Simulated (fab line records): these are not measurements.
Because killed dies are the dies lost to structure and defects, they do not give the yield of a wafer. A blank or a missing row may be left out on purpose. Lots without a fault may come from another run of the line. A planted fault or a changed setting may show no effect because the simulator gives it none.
fab line records	flow nand_harc
record lots=14	wafers=42	last_day=33
route steps=1302 shown A_CONTACT@1000
lots untouched by any fault: they come from a run of this same line in which no faults occurred
start_h: the number of hours between the record's first day and the start of the first shown wafer of the lot	wait_h: how many hours have passed since the lot's step before this one	" as in the row above	L1.1+2: several wafers, shown together as one row	- value missing, or start not given	* or withheld: withheld	< > ~ a bound
route shown NAME@n: a module of which the file shows steps, and the number in the route of the first	usual: mean/standard deviation of fault-free wafers	same: alike in all rows	chamber/n: place in a boat	sites: readings site by site	_std_site: standard deviation across them	_edge_site: outer sites' mean less inner sites'	radius_mm: how far each site lies from the wafer's centre	mask NAME#n: copy n	behind: the most recent tool/chamber to have shaped the wafer	hold: why the lot was held/for how many hours/how that ended	device: transistor that didn't switch, given as n, p or np	end of line: the same wafers' tests at the end of the route	for a step that has no rows: nothing shown but its recipe	killed: not the wafer's yield, but the dies lost to structure and defects at the first sort	map: dies across one wafer; x = killed, . = not, _ = none there
set.NAME: the setting the step ran with; set.NAME@STEP: the setting that earlier step ran with	model.NAME: the simulator's own value behind a step, which no gauge read
a sample of lots followed through the steps of the route, with each step as a table and each wafer as a row
services: from which hour (start_h, from the record's first day; less than 0 if before it) a tool's chamber was out of use, for how many hours, and why
## steps
# step NHARC_A_CONTACT_DESCUM_47
# recipe time_s=3	o2_flow_sccm=200	ar_flow_sccm=0	bias_power_w=0	chemistry=O2
# usual drypump_motor_current_A=5.9/0.51	oes_product_au=0.998/0.011	rf_vpp_V=58.0/0.89	showerhead_plenum_p_Torr=1.92/0.085	throttle_valve_pct=11.310/0.0086
# same time_s=3
lot.wafer	tool	chamber	start_h	wait_h	drypump_motor_current_A	oes_product_au	rf_hours_counter_h	rf_vpp_V	showerhead_plenum_p_Torr	throttle_valve_pct
L230.2	rie_diel-01	2	500.17	0.1	5.9	0.990	36	57.4	1.89	11.300
L230.4	"	3	"	"	5.8	1.017	40	57.6	1.80	11.319
L230.5	"	0	"	"	5.7	1.009	-	59.2	1.93	11.302
L233.1	rie_diel-08	0	528.12	0.1	5.6	1.006	27	57.4	1.85	11.315
L233.3	"	3	"	"	6.5	0.996	29	59.0	1.89	11.311
L233.6	"	0	"	"	5.6	1.003	-	56.2	1.85	11.304
L232.2	rie_diel-08	3	528.28	0.1	6.4	1.000	29	59.0	1.89	11.332
L232.3	"	1	"	"	6.6	0.985	23	57.9	1.88	11.306
L232.6	"	2	"	"	5.7	0.973	-	58.3	1.85	11.301
L234.2	rie_diel-04	2	546.09	0.1	5.1	1.001	0	58.4	2.04	11.326
L234.4	"	0	"	"	6.7	1.006	0	57.7	2.06	11.297
L234.1	"	1	"	"	5.8	1.014	0	58.2	1.88	11.310
L236.1	rie_diel-08	3	555.80	0.1	6.5	0.988	0	57.1	1.89	11.322
L236.4	"	2	"	"	5.7	0.980	0	57.0	1.85	11.304
L236.6	"	0	"	"	5.6	1.002	-	58.0	1.85	11.308
L238.4	rie_diel-08	3	579.74	0.1	6.5	0.989	6	58.1	1.88	11.297
L238.1	"	0	"	"	5.6	0.988	5	58.8	1.85	11.313
L238.5	"	0	"	"	5.6	0.989	-	57.7	1.85	11.319
L243.4	rie_diel-08	3	658.06	0.1	6.5	0.996	20	58.4	1.88	11.313
L243.1	"	0	"	"	5.6	1.003	20	56.8	1.85	11.315
L243.6	"	0	"	"	5.6	1.002	-	58.0	1.85	11.316
L248.1	rie_diel-08	3	669.72	0.1	6.5	1.005	22	57.5	1.88	11.307
L248.4	"	2	"	"	5.7	0.994	21	58.3	1.84	11.327
L248.6	"	0	"	"	5.6	1.006	-	57.1	1.85	11.302
L247.2	rie_diel-04	2	673.98	0.1	5.1	0.995	40	59.5	2.03	11.310
L247.3	"	0	"	"	6.7	0.994	45	58.4	2.04	11.311
L247.5	"	3	"	"	5.5	0.990	-	57.0	2.06	11.315
L246.4	rie_diel-04	2	682.84	0.1	5.1	1.001	42	58.2	2.03	11.321
L246.6	"	2	"	"	5.1	0.997	-	58.2	2.02	11.315
L246.5	"	3	"	"	5.5	0.985	-	59.7	2.06	11.319
L249.2	rie_diel-04	0	697.81	0.1	6.7	1.004	55	58.2	2.04	11.319
L249.3	"	2	"	"	5.1	1.006	49	58.7	2.02	11.312
L249.5	"	3	"	"	5.5	0.993	-	57.8	2.06	11.306
L250.3	rie_diel-04	0	699.95	0.1	6.7	1.004	56	56.9	2.04	11.311
L250.1	"	3	"	"	5.5	0.994	55	58.4	2.06	11.312
L250.6	"	0	"	"	6.6	0.994	-	58.9	2.04	11.323
L252.4	rie_diel-08	2	717.56	0.1	5.7	0.969	29	58.1	1.84	11.313
L252.1	"	3	"	"	6.5	1.001	31	57.0	1.88	11.302
L252.2	"	1	"	"	6.6	0.989	29	57.5	1.87	11.313
L251.2	rie_diel-04	2	722.30	0.1	5.1	1.013	0	58.4	2.02	11.318
L251.6	"	1	"	"	5.8	1.000	-	58.2	1.86	11.309
L251.5	"	2	"	"	5.2	1.000	-	58.4	2.02	11.307
# step NHARC_A_CONTACT_ETCH_112
# recipe source_w=withheld	pressure_mtorr=20	bias_v=3000	time_s=190	target_depth_a=18500	ar_flow_sccm=withheld	c4f8_flow_sccm=withheld	o2_flow_sccm=withheld	chemistry=C4F8/O2/Ar
# usual chamber_pressure_mTorr=20.001/0.02	oes_air_line_au=0.998/0.019	time_s=190/0
lot.wafer	tool	chamber	start_h	wait_h	chamber_pressure_mTorr	oes_air_line_au	rf_hours_counter_h	time_s
L230.2	har_cap_etch-02	1	502.21	0.2	20.010	1.022	83	190
L230.4	"	1	"	"	19.983	1.012	-	190
L230.5	"	0	"	"	19.961	1.000	-	190
L233.1	har_cap_etch-02	1	530.37	0.2	19.994	0.995	89	190
L233.3	"	0	"	"	20.019	1.025	-	190
L233.6	"	1	"	"	20.015	0.987	-	190
L232.2	har_cap_etch-01	0	531.22	0.2	20.006	0.990	3	190
L232.3	"	0	"	"	20.007	0.977	-	190
L232.6	"	1	"	"	20.034	0.989	-	190
L234.2	har_cap_etch-01	1	548.29	0.2	20.022	0.997	5	190
L234.1	"	0	"	"	19.975	0.990	5	190
L234.4	"	0	"	"	19.984	0.993	-	190
L236.1	har_cap_etch-02	1	557.82	0.2	20.013	1.000	94	190
L236.4	"	0	"	"	20.010	1.019	-	190
L236.6	"	1	"	"	19.990	1.024	-	190
L238.1	har_cap_etch-01	1	581.76	0.2	19.949	0.960	12	190
L238.4	"	0	"	"	19.998	1.014	-	190
L238.5	"	1	"	"	20.003	0.960	-	190
L243.1	har_cap_etch-02	0	660.12	0.2	-	-	-	-
L243.4	"	0	"	"	-	-	-	-
L243.6	"	1	"	"	-	-	-	-
L248.1	har_cap_etch-02	1	671.72	0.2	20.023	1.012	112	190
L248.4	"	1	"	"	20.017	1.039	-	190
L248.6	"	0	"	"	20.009	0.975	-	190
L247.2	har_cap_etch-03	0	676.05	0.2	20.001	0.977	71	190
L247.3	"	1	"	"	19.985	0.981	-	190
L247.5	"	1	"	"	19.989	1.023	-	190
L246.4	har_cap_etch-03	0	685.11	0.2	-	-	-	-
L246.6	"	1	"	"	-	-	-	-
L246.5	"	0	"	"	-	-	-	-
L249.2	har_cap_etch-01	0	699.93	0.2	19.958	1.003	32	190
L249.3	"	1	"	"	19.993	1.023	-	190
L249.5	"	0	"	"	20.012	1.000	-	190
L250.1	har_cap_etch-02	0	702.02	0.2	20.035	0.974	121	190
L250.3	"	0	"	"	19.938	1.018	-	190
L250.6	"	0	"	"	19.988	1.014	-	190
L252.2	har_cap_etch-01	0	719.58	0.2	19.997	0.972	36	190
L252.1	"	1	"	"	20.012	1.001	36	190
L252.4	"	0	"	"	20.016	0.979	-	190
L251.2	har_cap_etch-02	1	724.86	0.2	20.018	0.957	124	190
L251.5	"	1	"	"	20.024	0.986	-	190
L251.6	"	0	"	"	19.977	0.963	-	190
# step NHARC_A_CONTACT_ETCH_116
# recipe source_w=withheld	pressure_mtorr=20	bias_v=3000	time_s=190	target_depth_a=18500	ar_flow_sccm=withheld	c4f8_flow_sccm=withheld	o2_flow_sccm=withheld	chemistry=C4F8/O2/Ar
# usual chamber_pressure_mTorr=19.997/0.018	oes_air_line_au=1.004/0.021
# same time_s=190
lot.wafer	tool	chamber	start_h	wait_h	chamber_pressure_mTorr	oes_air_line_au	rf_hours_counter_h
L230.2	har_cap_etch-02	1	502.89	0.1	20.000	0.999	84
L230.4	"	1	"	"	20.011	1.013	-
L230.5	"	0	"	"	19.997	1.034	-
L233.1	har_cap_etch-02	1	531.05	0.1	19.983	0.997	89
L233.3	"	0	"	"	19.985	0.996	-
L233.6	"	1	"	"	19.995	1.009	-
L232.2	har_cap_etch-01	0	531.91	0.1	20.017	0.994	3
L232.3	"	0	"	"	19.994	1.003	-
L232.6	"	1	"	"	20.040	0.970	-
L234.2	har_cap_etch-01	1	549.19	0.2	19.985	1.025	6
L234.1	"	0	"	"	19.974	1.001	6
L234.4	"	0	"	"	19.989	0.985	-
L236.1	har_cap_etch-02	1	558.50	0.1	19.994	0.996	95
L236.4	"	0	"	"	20.023	0.981	-
L236.6	"	1	"	"	19.996	1.017	-
L238.1	har_cap_etch-01	1	582.44	0.1	20.001	1.027	12
L238.4	"	0	"	"	20.002	1.006	-
L238.5	"	1	"	"	19.955	1.016	-
L243.1	har_cap_etch-02	0	660.80	0.1	20.014	0.998	110
L243.4	"	0	"	"	20.004	0.991	-
L243.6	"	1	"	"	19.986	1.020	-
L248.1	har_cap_etch-02	1	672.40	0.1	20.000	1.004	113
L248.4	"	1	"	"	20.010	1.006	-
L248.6	"	0	"	"	19.997	1.026	-
L247.2	har_cap_etch-03	0	676.74	0.1	20.007	1.010	72
L247.3	"	1	"	"	20.020	0.999	-
L247.5	"	1	"	"	19.976	1.017	-
L246.4	har_cap_etch-03	0	686.03	0.2	19.985	1.044	-
L246.6	"	1	"	"	19.996	0.989	-
L246.5	"	0	"	"	19.990	0.998	-
L249.2	har_cap_etch-01	0	700.61	0.1	20.005	1.035	32
L249.3	"	1	"	"	19.987	0.983	-
L249.5	"	0	"	"	20.020	1.002	-
L250.1	har_cap_etch-02	0	702.70	0.1	19.967	1.010	121
L250.3	"	0	"	"	20.003	1.013	-
L250.6	"	0	"	"	19.956	1.025	-
L252.2	har_cap_etch-01	0	720.27	0.1	19.967	0.967	36
L252.1	"	1	"	"	19.996	1.004	36
L252.4	"	0	"	"	20.000	0.988	-
L251.2	har_cap_etch-02	1	725.54	0.1	20.010	1.018	125
L251.5	"	1	"	"	19.981	1.027	-
L251.6	"	0	"	"	19.999	1.002	-
# step NHARC_A_CONTACT_ETCH_121
# recipe source_w=withheld	pressure_mtorr=20	bias_v=3000	time_s=190	target_depth_a=18500	ar_flow_sccm=withheld	c4f8_flow_sccm=withheld	o2_flow_sccm=withheld	chemistry=C4F8/O2/Ar
# usual chamber_pressure_mTorr=20.002/0.02	oes_air_line_au=1.005/0.023
# same time_s=190
lot.wafer	tool	chamber	start_h	wait_h	chamber_pressure_mTorr	oes_air_line_au	rf_hours_counter_h
L230.2	har_cap_etch-02	1	503.75	0.1	20.001	1.012	84
L230.4	"	1	"	"	20.005	0.997	-
L230.5	"	0	"	"	19.982	1.033	-
L233.1	har_cap_etch-02	1	531.90	0.1	20.007	1.022	90
L233.3	"	0	"	"	20.025	0.970	-
L233.6	"	1	"	"	19.963	1.035	-
L232.2	har_cap_etch-01	0	532.76	0.1	19.997	0.992	4
L232.3	"	0	"	"	19.994	1.019	-
L232.6	"	1	"	"	19.992	1.043	-
L234.2	har_cap_etch-01	1	550.33	0.2	20.024	1.042	7
L234.1	"	0	"	"	20.013	1.002	7
L234.4	"	0	"	"	20.008	0.991	-
L236.1	har_cap_etch-02	1	559.35	0.1	20.021	1.032	96
L236.4	"	0	"	"	19.988	0.993	-
L236.6	"	1	"	"	19.993	0.971	-
L238.1	har_cap_etch-01	1	583.30	0.1	19.997	0.977	13
L238.4	"	0	"	"	20.012	1.030	-
L238.5	"	1	"	"	20.001	0.996	-
L243.1	har_cap_etch-02	0	661.66	0.1	19.999	0.949	111
L243.4	"	0	"	"	19.983	0.951	-
L243.6	"	1	"	"	20.029	1.011	-
L248.1	har_cap_etch-02	1	673.26	0.1	19.989	1.024	114
L248.4	"	1	"	"	20.010	1.006	-
L248.6	"	0	"	"	20.019	0.971	-
L247.2	har_cap_etch-03	0	677.59	0.1	20.004	1.033	73
L247.3	"	1	"	"	20.044	1.014	-
L247.5	"	1	"	"	19.987	1.020	-
L246.4	har_cap_etch-03	0	687.16	0.2	19.992	0.984	-
L246.6	"	1	"	"	19.999	1.007	-
L246.5	"	0	"	"	20.027	1.005	-
L249.2	har_cap_etch-01	0	701.46	0.1	20.013	1.025	33
L249.3	"	1	"	"	20.003	1.009	-
L249.5	"	0	"	"	19.998	1.003	-
L250.1	har_cap_etch-02	0	703.55	0.1	19.996	0.979	122
L250.3	"	0	"	"	19.996	0.982	-
L250.6	"	0	"	"	19.980	0.972	-
L252.2	har_cap_etch-01	0	721.12	0.1	19.979	1.003	37
L252.1	"	1	"	"	20.009	1.018	37
L252.4	"	0	"	"	20.007	0.985	-
L251.2	har_cap_etch-02	1	726.39	0.1	20.002	0.991	126
L251.5	"	1	"	"	20.002	0.994	-
L251.6	"	0	"	"	19.958	0.997	-
## services
tool	chamber	start_h	hours	kind
rie_diel-04	-	486.02	0.6	repair
har_cap_etch-02	-	489.05	0.5	repair
har_cap_etch-01	-	497.00	17.0	pm
har_cap_etch-01	0	497.00	17.0	vent_cycle
har_cap_etch-01	1	497.00	17.0	vent_cycle
rie_diel-08	0	499.88	-	clean
rie_diel-08	1	499.88	-	clean
rie_diel-08	2	499.88	-	clean
rie_diel-08	3	499.88	-	clean
har_cap_etch-01	0	514.00	-	clean
har_cap_etch-01	0	514.00	-	consumable_replace:focus_ring
har_cap_etch-01	1	514.00	-	clean
rie_diel-08	0	524.38	-	clean
rie_diel-08	1	524.38	-	clean
rie_diel-04	-	535.83	9.0	pm
rie_diel-08	-	545.31	9.0	pm
rie_diel-01	1	558.22	4.2	repair
rie_diel-01	-	560.99	9.0	pm
rie_diel-04	2	634.37	5.1	repair
rie_diel-01	1	646.94	11.9	repair
har_cap_etch-01	-	659.85	12.3	repair
rie_diel-08	1	709.58	7.9	repair
rie_diel-04	-	712.83	9.0	pm
rie_diel-08	-	722.31	9.0	pm
## key
first_sign step=NHARC_A_CONTACT_ETCH_112	reading=tool_record	direction=missing
effect none on later readings
met_at NHARC_A_CONTACT_ETCH_112
struck_lots L243,L246
later_rows_left_out L243.1,L243.4,L243.6,L246.4,L246.5,L246.6
sort_left_out L243.1,L243.4,L243.6,L246.4,L246.5,L246.6
tester_left_out L243,L246
not_acting_at NHARC_A_CONTACT_DESCUM_47,NHARC_A_CONTACT_ETCH_116,NHARC_A_CONTACT_ETCH_121
onset_between 557.82 660.12
fault kind=skipped_step_whole	tool=har_cap_etch-02,har_cap_etch-03	chamber=-	onset_h=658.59	steps=NHARC_A_CONTACT_ETCH_112	scope=struck_lots_only
# tester_left_out: of these lots the tester's yield and bins aren't shown, on N5 and GAA mostly nor the transistor test; their killed dies are dies lost to structure and defects alone, not to doping, threshold or leakage, so they don't give the yield
# sort_left_out: the simulated sort isn't trusted on such a fault, so these wafers' sort isn't shown, and their yield isn't known
# later_rows_left_out: the simulator's readings of these wafers behind a module that went badly wrong aren't trusted and aren't shown, but for the sort
